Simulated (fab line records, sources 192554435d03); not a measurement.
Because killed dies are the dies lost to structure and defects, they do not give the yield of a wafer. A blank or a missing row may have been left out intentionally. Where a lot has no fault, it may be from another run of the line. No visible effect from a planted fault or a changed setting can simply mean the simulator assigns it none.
Matching of chambers :: flow n5Finfet :: N5_BEOL_M8_DESCUM_33 on rieDiel-06: 4 sister chambers
The step chemistry O2, time 7 s. 24 wafers are shown with their chamber, then 12 later ones without.

== WAFERS WITH THEIR CHAMBER ==
wafer: L079.2
chamber: 2
drypumpMotorCurrentA (A): 5.5
showerheadPlenumPTorr (Torr): 2.22
throttleValvePct (%): 20.51

wafer: L079.3
chamber: 1
drypumpMotorCurrentA (A): 6.7
showerheadPlenumPTorr (Torr): 2.01
throttleValvePct (%): 20.50

wafer: L079.5
chamber: 2
drypumpMotorCurrentA (A): 5.4
showerheadPlenumPTorr (Torr): 2.22
throttleValvePct (%): 20.51

wafer: L081.2
chamber: 0
drypumpMotorCurrentA (A): 5.3
showerheadPlenumPTorr (Torr): 2.24
throttleValvePct (%): 20.56

wafer: L081.3
chamber: 1
drypumpMotorCurrentA (A): 6.7
showerheadPlenumPTorr (Torr): 2.01
throttleValvePct (%): 20.50

wafer: L081.5
chamber: 3
drypumpMotorCurrentA (A): 5.2
showerheadPlenumPTorr (Torr): 2.19
throttleValvePct (%): 20.34

wafer: L082.1
chamber: 3
drypumpMotorCurrentA (A): 5.2
showerheadPlenumPTorr (Torr): 2.19
throttleValvePct (%): 20.35

wafer: L082.2
chamber: 2
drypumpMotorCurrentA (A): 5.4
showerheadPlenumPTorr (Torr): 2.22
throttleValvePct (%): 20.52

wafer: L082.3
chamber: 0
drypumpMotorCurrentA (A): 5.3
showerheadPlenumPTorr (Torr): 2.24
throttleValvePct (%): 20.54

wafer: L082.4
chamber: 1
drypumpMotorCurrentA (A): 6.7
showerheadPlenumPTorr (Torr): 2.00
throttleValvePct (%): 20.50

wafer: L082.5
chamber: 0
drypumpMotorCurrentA (A): 5.3
showerheadPlenumPTorr (Torr): 2.24
throttleValvePct (%): 20.55

wafer: L082.6
chamber: 1
drypumpMotorCurrentA (A): 6.7
showerheadPlenumPTorr (Torr): 2.01
throttleValvePct (%): 20.51

wafer: L084.1
chamber: 1
drypumpMotorCurrentA (A): 6.7
showerheadPlenumPTorr (Torr): 2.00
throttleValvePct (%): 20.49

wafer: L084.2
chamber: 3
drypumpMotorCurrentA (A): 5.1
showerheadPlenumPTorr (Torr): 2.19
throttleValvePct (%): 20.34

wafer: L084.4
chamber: 2
drypumpMotorCurrentA (A): 5.5
showerheadPlenumPTorr (Torr): 2.21
throttleValvePct (%): 20.54

wafer: L085.2
chamber: 0
drypumpMotorCurrentA (A): 5.3
showerheadPlenumPTorr (Torr): 2.24
throttleValvePct (%): 20.55

wafer: L085.5
chamber: 2
drypumpMotorCurrentA (A): 5.4
showerheadPlenumPTorr (Torr): 2.21
throttleValvePct (%): 20.52

wafer: L085.6
chamber: 3
drypumpMotorCurrentA (A): 5.2
showerheadPlenumPTorr (Torr): 2.19
throttleValvePct (%): 20.35

wafer: L087.3
chamber: 1
drypumpMotorCurrentA (A): 6.7
showerheadPlenumPTorr (Torr): 2.00
throttleValvePct (%): 20.53

wafer: L087.4
chamber: 0
drypumpMotorCurrentA (A): 5.3
showerheadPlenumPTorr (Torr): 2.23
throttleValvePct (%): 20.58

wafer: L087.6
chamber: 1
drypumpMotorCurrentA (A): 6.7
showerheadPlenumPTorr (Torr): 2.00
throttleValvePct (%): 20.53

wafer: L089.4
chamber: 3
drypumpMotorCurrentA (A): 5.1
showerheadPlenumPTorr (Torr): 2.18
throttleValvePct (%): 20.38

wafer: L089.5
chamber: 3
drypumpMotorCurrentA (A): 5.2
showerheadPlenumPTorr (Torr): 2.18
throttleValvePct (%): 20.38

wafer: L089.6
chamber: 2
drypumpMotorCurrentA (A): 5.4
showerheadPlenumPTorr (Torr): 2.21
throttleValvePct (%): 20.56

SIGNATURES (averages over the wafers above)
reading: drypumpMotorCurrentA
chamber 0: 5.300
chamber 1: 6.700
chamber 2: 5.433
chamber 3: 5.167
scatter within a chamber: 0.0365

reading: showerheadPlenumPTorr
chamber 0: 2.2380
chamber 1: 2.0043
chamber 2: 2.2150
chamber 3: 2.1867
scatter within a chamber: 0.00517

reading: throttleValvePct
chamber 0: 20.5560
chamber 1: 20.5086
chamber 2: 20.5267
chamber 3: 20.3567
scatter within a chamber: 0.0174
Rule: a wafer's distance from a chamber is the root of the sum, over the readings, of the square of ((its reading less the chamber's mean) divided by the reading's scatter). If the next closest chamber is less than 2 further off than the closest, the wafer can't be placed; otherwise it belongs to the closest. The scatter: the root of (the sum of the squares of (reading less its chamber's mean) over the shown wafers, divided by (wafers less chambers)).

== WAFERS MISSING THEIR CHAMBER ==
wafer: L092.1
drypumpMotorCurrentA (A): 5.3
showerheadPlenumPTorr (Torr): 2.23
throttleValvePct (%): 20.59

wafer: L092.3
drypumpMotorCurrentA (A): 6.6
showerheadPlenumPTorr (Torr): 2.00
throttleValvePct (%): 20.53

wafer: L092.6
drypumpMotorCurrentA (A): 5.3
showerheadPlenumPTorr (Torr): 2.23
throttleValvePct (%): 20.58

wafer: L096.1
drypumpMotorCurrentA (A): 6.7
showerheadPlenumPTorr (Torr): 1.99
throttleValvePct (%): 20.56

wafer: L096.2
drypumpMotorCurrentA (A): 5.4
showerheadPlenumPTorr (Torr): 2.20
throttleValvePct (%): 20.58

wafer: L096.3
drypumpMotorCurrentA (A): 5.1
showerheadPlenumPTorr (Torr): 2.18
throttleValvePct (%): 20.39

wafer: L096.4
drypumpMotorCurrentA (A): 5.3
showerheadPlenumPTorr (Torr): 2.23
throttleValvePct (%): 20.61

wafer: L096.5
drypumpMotorCurrentA (A): 6.7
showerheadPlenumPTorr (Torr): 1.99
throttleValvePct (%): 20.56

wafer: L096.6
drypumpMotorCurrentA (A): 5.4
showerheadPlenumPTorr (Torr): 2.20
throttleValvePct (%): 20.59

wafer: L097.1
drypumpMotorCurrentA (A): 5.2
showerheadPlenumPTorr (Torr): 2.18
throttleValvePct (%): 20.40

wafer: L097.3
drypumpMotorCurrentA (A): 5.3
showerheadPlenumPTorr (Torr): 2.23
throttleValvePct (%): 20.63

wafer: L097.5
drypumpMotorCurrentA (A): 5.4
showerheadPlenumPTorr (Torr): 2.20
throttleValvePct (%): 20.58

== WHICH CHAMBER EACH ONE RAN IN ==
wafer: L092.1
from the rows above: 0
in truth: 0

wafer: L092.3
from the rows above: 1
in truth: 1

wafer: L092.6
from the rows above: 0
in truth: 0

wafer: L096.1
from the rows above: 1
in truth: 1

wafer: L096.2
from the rows above: 2
in truth: 2

wafer: L096.3
from the rows above: 3
in truth: 3

wafer: L096.4
from the rows above: 0
in truth: 0

wafer: L096.5
from the rows above: 1
in truth: 1

wafer: L096.6
from the rows above: 2
in truth: 2

wafer: L097.1
from the rows above: 3
in truth: 3

wafer: L097.3
from the rows above: 0
in truth: 0

wafer: L097.5
from the rows above: 2
in truth: 2
12 of 12 placed correctly. Left unplaced by these rows: 0. Wrongly placed: 0.
